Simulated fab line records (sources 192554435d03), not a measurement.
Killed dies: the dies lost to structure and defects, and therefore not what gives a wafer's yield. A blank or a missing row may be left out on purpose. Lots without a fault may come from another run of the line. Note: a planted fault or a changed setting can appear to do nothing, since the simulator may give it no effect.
What tool caused it? || flow n5Finfet || Sampling: 9 lots, 27 wafers, 7 of 1938 route steps

WHAT EACH GAUGE READ, for each wafer
N5_FIN_SAQP_CD_MEAS_31: the cd target is 8 nm. Usual: cdNm 8.08 nm, standard deviation 0.19.
{"lot": "L990", "measured": "day 3 02:04", "on": "cdSem-02", "cdNm (nm)": "7.95 8.07 7.94", "flag": ""}
{"lot": "L991", "measured": "day 3 07:53", "on": "cdSem-01", "cdNm (nm)": "8.25 8.14 8.35", "flag": ""}
{"lot": "L992", "measured": "day 3 14:09", "on": "cdSem-02", "cdNm (nm)": "8.09 7.87 7.87", "flag": ""}
{"lot": "L100", "measured": "day 5 13:49", "on": "cdSem-01", "cdNm (nm)": "7.90 8.23 7.93", "flag": ""}
{"lot": "L103", "measured": "day 6 09:02", "on": "cdSem-03", "cdNm (nm)": "8.18 8.49 8.11", "flag": ""}
{"lot": "L105", "measured": "day 6 19:22", "on": "cdSem-02", "cdNm (nm)": "8.13 7.95 7.74", "flag": ""}
{"lot": "L106", "measured": "day 7 02:33", "on": "cdSem-03", "cdNm (nm)": "8.30 8.40 8.22", "flag": ""}
{"lot": "L107", "measured": "day 7 07:04", "on": "cdSem-01", "cdNm (nm)": "8.14 7.70 8.11", "flag": ""}
{"lot": "L109", "measured": "day 7 19:57", "on": "cdSem-02", "cdNm (nm)": "7.76 7.97 8.14", "flag": ""}

N5_FIN_SAQP_CD_MEAS_37: the cd target is 8 nm. Usual: cdNm 8.10 nm, standard deviation 0.24.
{"lot": "L990", "measured": "day 3 02:32", "on": "cdSem-02", "cdNm (nm)": "7.96 8.06 8.36", "flag": ""}
{"lot": "L991", "measured": "day 3 08:20", "on": "cdSem-01", "cdNm (nm)": "8.13 8.05 8.14", "flag": ""}
{"lot": "L992", "measured": "day 3 14:37", "on": "cdSem-01", "cdNm (nm)": "7.78 7.97 8.18", "flag": ""}
{"lot": "L100", "measured": "day 5 14:19", "on": "cdSem-03", "cdNm (nm)": "7.99 8.04 8.00", "flag": ""}
{"lot": "L103", "measured": "day 6 09:29", "on": "cdSem-01", "cdNm (nm)": "8.47 7.95 8.33", "flag": ""}
{"lot": "L105", "measured": "day 6 19:54", "on": "cdSem-01", "cdNm (nm)": "8.47 8.69 8.28", "flag": ""}
{"lot": "L106", "measured": "day 7 03:00", "on": "cdSem-01", "cdNm (nm)": "7.94 8.14 8.14", "flag": ""}
{"lot": "L107", "measured": "day 7 07:31", "on": "cdSem-02", "cdNm (nm)": "7.95 7.95 8.07", "flag": ""}
{"lot": "L109", "measured": "day 7 20:24", "on": "cdSem-03", "cdNm (nm)": "7.95 8.12 7.84", "flag": ""}

N5_FIN_SAQP_INSPECT_40: inspects for defects (brightfield). Usual: rawDefectCount 224, standard deviation 66.
{"lot": "L990", "measured": "day 3 02:39", "on": "defectInspect-02", "rawDefectCount": "1445 1553 185", "flag": "OFF"}
{"lot": "L991", "measured": "day 3 08:28", "on": "defectInspect-02", "rawDefectCount": "200 198 220", "flag": ""}
{"lot": "L992", "measured": "day 3 14:44", "on": "defectInspect-02", "rawDefectCount": "163 1453 116", "flag": "OFF"}
{"lot": "L100", "measured": "day 5 14:27", "on": "defectInspect-01", "rawDefectCount": "153 133 85", "flag": ""}
{"lot": "L103", "measured": "day 6 09:37", "on": "defectInspect-02", "rawDefectCount": "347 271 167", "flag": ""}
{"lot": "L105", "measured": "day 6 20:02", "on": "defectInspect-01", "rawDefectCount": "279 327 177", "flag": ""}
{"lot": "L106", "measured": "day 7 03:08", "on": "defectInspect-01", "rawDefectCount": "367 175 322", "flag": ""}
{"lot": "L107", "measured": "day 7 07:39", "on": "defectInspect-01", "rawDefectCount": "188 204 151", "flag": ""}
{"lot": "L109", "measured": "day 7 20:32", "on": "defectInspect-01", "rawDefectCount": "320 225 195", "flag": ""}

N5_FIN_CUT_INSPECT_10: inspects for defects (brightfield). Usual: rawDefectCount 41, standard deviation 12.
{"lot": "L990", "measured": "day 3 03:03", "on": "defectInspect-02", "rawDefectCount": "1291 1373 30", "flag": "OFF"}
{"lot": "L991", "measured": "day 3 08:51", "on": "defectInspect-02", "rawDefectCount": "59 45 45", "flag": ""}
{"lot": "L992", "measured": "day 3 15:15", "on": "defectInspect-02", "rawDefectCount": "35 1339 27", "flag": "OFF"}
{"lot": "L100", "measured": "day 5 14:50", "on": "defectInspect-02", "rawDefectCount": "34 37 40", "flag": ""}
{"lot": "L103", "measured": "day 6 10:01", "on": "defectInspect-02", "rawDefectCount": "61 43 34", "flag": ""}
{"lot": "L105", "measured": "day 6 20:33", "on": "defectInspect-02", "rawDefectCount": "58 68 29", "flag": ""}
{"lot": "L106", "measured": "day 7 03:40", "on": "defectInspect-02", "rawDefectCount": "65 32 75", "flag": ""}
{"lot": "L107", "measured": "day 7 08:02", "on": "defectInspect-02", "rawDefectCount": "34 42 26", "flag": ""}
{"lot": "L109", "measured": "day 7 20:55", "on": "defectInspect-02", "rawDefectCount": "60 45 45", "flag": ""}

N5_BEOL_M4_RC_MEAS_101. Usual: DIBL_N 35.9 mV/V, standard deviation 1.3; DIBL_P 35.9 mV/V, standard deviation 1.5; IOFF_N 0.152 nA/um, standard deviation 0.023; IOFF_P 0.204 nA/um, standard deviation 0.027; ION_N 673 uA/um, standard deviation 9.2; ION_P 462 uA/um, standard deviation 6.7; SS_N 71.4 mV/dec, standard deviation 0.48; SS_P 73.2 mV/dec, standard deviation 0.55; VT_N 250.3 mV, standard deviation 2.6; VT_P -250.6 mV, standard deviation 3.
{"lot": "L990", "measured": "day 9 21:12", "on": "prober-01", "DIBL_N (mV/V)": "36.6 35.3 37.3", "DIBL_P (mV/V)": "36.6 34.7 38.1", "IOFF_N (nA/um)": "0.135 0.122 0.162", "IOFF_P (nA/um)": "0.175 0.159 0.214", "ION_N (uA/um)": "670 676 685", "ION_P (uA/um)": "456 453 469", "SS_N (mV/dec)": "71.2 70.6 71.8", "SS_P (mV/dec)": "72.8 72.6 73.6", "VT_N (mV)": "253.0 253.1 251.9", "VT_P (mV)": "-253.4 -254.0 -250.3", "flag": ""}
{"lot": "L991", "measured": "day 9 16:45", "on": "prober-01", "DIBL_N (mV/V)": "36.4 37.3 35.5", "DIBL_P (mV/V)": "35.8 37.5 35.5", "IOFF_N (nA/um)": "0.154 0.167 0.135", "IOFF_P (nA/um)": "0.200 0.220 0.189", "ION_N (uA/um)": "679 662 666", "ION_P (uA/um)": "463 460 463", "SS_N (mV/dec)": "72.0 71.9 71.7", "SS_P (mV/dec)": "73.5 74.8 72.9", "VT_N (mV)": "249.3 248.3 249.8", "VT_P (mV)": "-250.5 -250.0 -253.4", "flag": ""}
{"lot": "L992", "measured": "day 10 14:52", "on": "prober-02", "DIBL_N (mV/V)": "36.6 37.2 36.1", "DIBL_P (mV/V)": "35.2 36.9 34.5", "IOFF_N (nA/um)": "0.144 0.167 0.141", "IOFF_P (nA/um)": "0.217 0.244 0.198", "ION_N (uA/um)": "665 671 659", "ION_P (uA/um)": "462 464 449", "SS_N (mV/dec)": "71.6 72.1 71.9", "SS_P (mV/dec)": "73.5 74.2 72.5", "VT_N (mV)": "252.7 248.3 253.3", "VT_P (mV)": "-248.6 -249.5 -251.8", "flag": ""}
{"lot": "L100", "measured": "day 12 07:56", "on": "prober-01", "DIBL_N (mV/V)": "33.9 34.1 33.2", "DIBL_P (mV/V)": "35.3 36.2 34.6", "IOFF_N (nA/um)": "0.152 0.156 0.136", "IOFF_P (nA/um)": "0.208 0.231 0.201", "ION_N (uA/um)": "688 682 681", "ION_P (uA/um)": "474 474 471", "SS_N (mV/dec)": "71.3 71.0 70.4", "SS_P (mV/dec)": "72.8 73.3 72.7", "VT_N (mV)": "248.7 250.0 250.0", "VT_P (mV)": "-248.8 -245.6 -249.4", "flag": ""}
{"lot": "L103", "measured": "day 13 14:47", "on": "prober-01", "DIBL_N (mV/V)": "36.5 36.6 36.1", "DIBL_P (mV/V)": "36.9 37.0 36.0", "IOFF_N (nA/um)": "0.146 0.141 0.139", "IOFF_P (nA/um)": "0.178 0.178 0.168", "ION_N (uA/um)": "671 660 674", "ION_P (uA/um)": "459 451 457", "SS_N (mV/dec)": "70.9 70.4 71.4", "SS_P (mV/dec)": "73.0 72.9 73.4", "VT_N (mV)": "250.3 250.9 249.9", "VT_P (mV)": "-251.8 -254.6 -253.8", "flag": ""}
{"lot": "L105", "measured": "day 13 17:34", "on": "prober-01", "DIBL_N (mV/V)": "36.5 35.8 36.4", "DIBL_P (mV/V)": "36.4 35.8 36.3", "IOFF_N (nA/um)": "0.174 0.162 0.172", "IOFF_P (nA/um)": "0.228 0.218 0.228", "ION_N (uA/um)": "688 681 677", "ION_P (uA/um)": "471 469 468", "SS_N (mV/dec)": "71.9 72.0 71.1", "SS_P (mV/dec)": "72.9 72.9 72.5", "VT_N (mV)": "246.3 248.6 245.5", "VT_P (mV)": "-248.1 -249.2 -247.2", "flag": ""}
{"lot": "L106", "measured": "day 13 17:28", "on": "prober-02", "DIBL_N (mV/V)": "36.1 36.2 35.4", "DIBL_P (mV/V)": "36.0 36.6 35.8", "IOFF_N (nA/um)": "0.162 0.164 0.149", "IOFF_P (nA/um)": "0.183 0.187 0.176", "ION_N (uA/um)": "675 668 669", "ION_P (uA/um)": "454 455 452", "SS_N (mV/dec)": "71.9 72.0 71.4", "SS_P (mV/dec)": "73.0 73.8 73.1", "VT_N (mV)": "250.0 248.5 250.2", "VT_P (mV)": "-253.1 -255.2 -256.0", "flag": ""}
{"lot": "L107", "measured": "day 14 01:35", "on": "prober-02", "DIBL_N (mV/V)": "35.1 35.0 35.1", "DIBL_P (mV/V)": "35.8 36.8 36.6", "IOFF_N (nA/um)": "0.128 0.132 0.138", "IOFF_P (nA/um)": "0.167 0.175 0.171", "ION_N (uA/um)": "669 668 672", "ION_P (uA/um)": "455 454 456", "SS_N (mV/dec)": "71.1 71.7 71.8", "SS_P (mV/dec)": "73.3 73.4 73.2", "VT_N (mV)": "255.3 253.2 252.9", "VT_P (mV)": "-254.2 -253.3 -257.5", "flag": ""}
{"lot": "L109", "measured": "day 14 22:47", "on": "prober-02", "DIBL_N (mV/V)": "35.3 35.2 35.9", "DIBL_P (mV/V)": "34.3 34.4 35.3", "IOFF_N (nA/um)": "0.134 0.130 0.146", "IOFF_P (nA/um)": "0.219 0.216 0.240", "ION_N (uA/um)": "657 667 678", "ION_P (uA/um)": "466 471 477", "SS_N (mV/dec)": "71.6 71.4 71.1", "SS_P (mV/dec)": "73.2 72.1 73.7", "VT_N (mV)": "252.8 249.9 251.0", "VT_P (mV)": "-247.0 -247.9 -244.7", "flag": ""}

WHAT TOOL EACH LOT RAN ON (gives the tool, then ch and the chambers of the sampled wafers, and finally the start)
{"lot": "L990", "N5_FIN_SAQP_MANDREL_ETCH_22": "rieSi-02 ch 0,1,3, day 2 22:24", "N5_FIN_SAQP_SPACER1_ETCHBACK_25": "rieDiel-02 ch 1,3, day 3 00:13"}
{"lot": "L991", "N5_FIN_SAQP_MANDREL_ETCH_22": "rieSi-02 ch 0,1,2, day 3 04:04", "N5_FIN_SAQP_SPACER1_ETCHBACK_25": "rieDiel-04 ch 0,2,3, day 3 06:02"}
{"lot": "L992", "N5_FIN_SAQP_MANDREL_ETCH_22": "rieSi-02 ch 0,1,3, day 3 10:25", "N5_FIN_SAQP_SPACER1_ETCHBACK_25": "rieDiel-02 ch 1,2,3, day 3 12:19"}
{"lot": "L100", "N5_FIN_SAQP_MANDREL_ETCH_22": "rieSi-05 ch 0,2,3, day 5 10:11", "N5_FIN_SAQP_SPACER1_ETCHBACK_25": "rieDiel-04 ch 2,3, day 5 11:51"}
{"lot": "L103", "N5_FIN_SAQP_MANDREL_ETCH_22": "rieSi-05 ch 0,1,2, day 6 04:16", "N5_FIN_SAQP_SPACER1_ETCHBACK_25": "rieDiel-02 ch 0,1,3, day 6 05:49"}
{"lot": "L105", "N5_FIN_SAQP_MANDREL_ETCH_22": "rieSi-06 ch 0,1,3, day 6 15:58", "N5_FIN_SAQP_SPACER1_ETCHBACK_25": "rieDiel-02 ch 1,2,3, day 6 17:30"}
{"lot": "L106", "N5_FIN_SAQP_MANDREL_ETCH_22": "rieSi-02 ch 0,1,2, day 6 21:40", "N5_FIN_SAQP_SPACER1_ETCHBACK_25": "rieDiel-05 ch 0,1,3, day 6 23:21"}
{"lot": "L107", "N5_FIN_SAQP_MANDREL_ETCH_22": "rieSi-05 ch 1,2, day 7 03:48", "N5_FIN_SAQP_SPACER1_ETCHBACK_25": "rieDiel-02 ch 0,1, day 7 05:19"}
{"lot": "L109", "N5_FIN_SAQP_MANDREL_ETCH_22": "rieSi-05 ch 0,2,3, day 7 16:32", "N5_FIN_SAQP_SPACER1_ETCHBACK_25": "rieDiel-05 ch 0,1,3, day 7 18:11"}
- N5_FIN_SAQP_MANDREL_ETCH_22: etches a-Si in HBr/Cl2, stops on SiNx, target depth 60 nm, bt time 10 s, time 30 s.
- N5_FIN_SAQP_SPACER1_ETCHBACK_25: etches SiO2 in CHF3/O2, target depth 24.4 nm, time 12.2 s.

WHAT THE TOOLS THEMSELVES READ (means of the sampled wafers that have a number; where no wafer has one, the mark that the record gives instead)
N5_FIN_SAQP_MANDREL_ETCH_22. Usual: drypumpMotorCurrentA 5.6 A, standard deviation 0.62; oesProductAu 0.765 a.u., standard deviation 0.012; throttleValvePct 35.33 %, standard deviation 0.27.
{"lot": "L990", "tool": "rieSi-02", "drypumpMotorCurrentA (A)": 5.2, "oesProductAu (a.u.)": 0.773, "throttleValvePct (%)": 35.20, "flag": ""}
{"lot": "L991", "tool": "rieSi-02", "drypumpMotorCurrentA (A)": 5.4, "oesProductAu (a.u.)": 0.760, "throttleValvePct (%)": 35.18, "flag": ""}
{"lot": "L992", "tool": "rieSi-02", "drypumpMotorCurrentA (A)": 5.2, "oesProductAu (a.u.)": 0.762, "throttleValvePct (%)": 35.24, "flag": ""}
{"lot": "L100", "tool": "rieSi-05", "drypumpMotorCurrentA (A)": 5.7, "oesProductAu (a.u.)": 0.759, "throttleValvePct (%)": 35.38, "flag": ""}
{"lot": "L103", "tool": "rieSi-05", "drypumpMotorCurrentA (A)": 5.5, "oesProductAu (a.u.)": 0.762, "throttleValvePct (%)": 35.51, "flag": ""}
{"lot": "L105", "tool": "rieSi-06", "drypumpMotorCurrentA (A)": 5.6, "oesProductAu (a.u.)": 0.755, "throttleValvePct (%)": 35.45, "flag": ""}
{"lot": "L106", "tool": "rieSi-02", "drypumpMotorCurrentA (A)": 5.5, "oesProductAu (a.u.)": 0.760, "throttleValvePct (%)": 35.20, "flag": ""}
{"lot": "L107", "tool": "rieSi-05", "drypumpMotorCurrentA (A)": 6.0, "oesProductAu (a.u.)": 0.775, "throttleValvePct (%)": 35.65, "flag": ""}
{"lot": "L109", "tool": "rieSi-05", "drypumpMotorCurrentA (A)": 5.7, "oesProductAu (a.u.)": 0.771, "throttleValvePct (%)": 35.38, "flag": ""}

N5_FIN_SAQP_SPACER1_ETCHBACK_25. Usual: drypumpMotorCurrentA 5.9 A, standard deviation 0.36; mfcArSccm 199.9 sccm, standard deviation 0.63; oesProductAu 0.80 a.u., standard deviation 0.09; rfVppV 526 V, standard deviation 4.3; showerheadPlenumPTorr 2.44 Torr, standard deviation 0.1; throttleValvePct 18.80 %, standard deviation 0.17.
{"lot": "L990", "tool": "rieDiel-02", "drypumpMotorCurrentA (A)": 5.6, "mfcArSccm (sccm)": 199.1, "oesProductAu (a.u.)": 0.84, "rfVppV (V)": 529, "showerheadPlenumPTorr (Torr)": 2.54, "throttleValvePct (%)": 18.74, "flag": ""}
{"lot": "L991", "tool": "rieDiel-04", "drypumpMotorCurrentA (A)": 6.2, "mfcArSccm (sccm)": 200.1, "oesProductAu (a.u.)": 0.91, "rfVppV (V)": 526, "showerheadPlenumPTorr (Torr)": 2.45, "throttleValvePct (%)": 18.74, "flag": ""}
{"lot": "L992", "tool": "rieDiel-02", "drypumpMotorCurrentA (A)": 5.9, "mfcArSccm (sccm)": 200.3, "oesProductAu (a.u.)": 0.78, "rfVppV (V)": 528, "showerheadPlenumPTorr (Torr)": 2.48, "throttleValvePct (%)": 18.81, "flag": ""}
{"lot": "L100", "tool": "rieDiel-04", "drypumpMotorCurrentA (A)": 6.0, "mfcArSccm (sccm)": 200.1, "oesProductAu (a.u.)": 0.81, "rfVppV (V)": 527, "showerheadPlenumPTorr (Torr)": 2.38, "throttleValvePct (%)": 18.83, "flag": ""}
{"lot": "L103", "tool": "rieDiel-02", "drypumpMotorCurrentA (A)": 5.6, "mfcArSccm (sccm)": 200.1, "oesProductAu (a.u.)": 0.82, "rfVppV (V)": 527, "showerheadPlenumPTorr (Torr)": 2.53, "throttleValvePct (%)": 18.69, "flag": ""}
{"lot": "L105", "tool": "rieDiel-02", "drypumpMotorCurrentA (A)": 5.9, "mfcArSccm (sccm)": 200.0, "oesProductAu (a.u.)": 0.75, "rfVppV (V)": 529, "showerheadPlenumPTorr (Torr)": 2.47, "throttleValvePct (%)": 18.85, "flag": ""}
{"lot": "L106", "tool": "rieDiel-05", "drypumpMotorCurrentA (A)": 5.8, "mfcArSccm (sccm)": 199.5, "oesProductAu (a.u.)": 0.74, "rfVppV (V)": 526, "showerheadPlenumPTorr (Torr)": 2.40, "throttleValvePct (%)": 18.93, "flag": ""}
{"lot": "L107", "tool": "rieDiel-02", "drypumpMotorCurrentA (A)": 5.4, "mfcArSccm (sccm)": 199.9, "oesProductAu (a.u.)": 0.86, "rfVppV (V)": 525, "showerheadPlenumPTorr (Torr)": 2.55, "throttleValvePct (%)": 18.67, "flag": ""}
{"lot": "L109", "tool": "rieDiel-05", "drypumpMotorCurrentA (A)": 5.7, "mfcArSccm (sccm)": 199.5, "oesProductAu (a.u.)": 0.74, "rfVppV (V)": 526, "showerheadPlenumPTorr (Torr)": 2.40, "throttleValvePct (%)": 18.93, "flag": ""}

THE ANSWER, worked out from the rows above alone
Rule: a lot counts as off when the mean over its wafers that have a number is more than 3 standard deviations away from the usual mean. A lot without any number at a reading at which 4 lots or more have one is off too. The other lots that the step has rows for count as sound. The gauges are gone through in route order, then the tools' own readings, and for those a lot's mean is taken as printed above. At the first step where some lot is off, the reading lying furthest off is the one used; lots without a number count as furthest.
Off: L990, L992 (N5_FIN_SAQP_INSPECT_40, rawDefectCount).
A tool fits if, at a process step before that reading, it ran every lot that is off, and no sound lot after the first of them. Gauges at N5_FIN_SAQP_INSPECT_40: tried the same way as those tools. None of those tried fits.

WHAT HAD BEEN PUT IN BY THE SIMULATOR
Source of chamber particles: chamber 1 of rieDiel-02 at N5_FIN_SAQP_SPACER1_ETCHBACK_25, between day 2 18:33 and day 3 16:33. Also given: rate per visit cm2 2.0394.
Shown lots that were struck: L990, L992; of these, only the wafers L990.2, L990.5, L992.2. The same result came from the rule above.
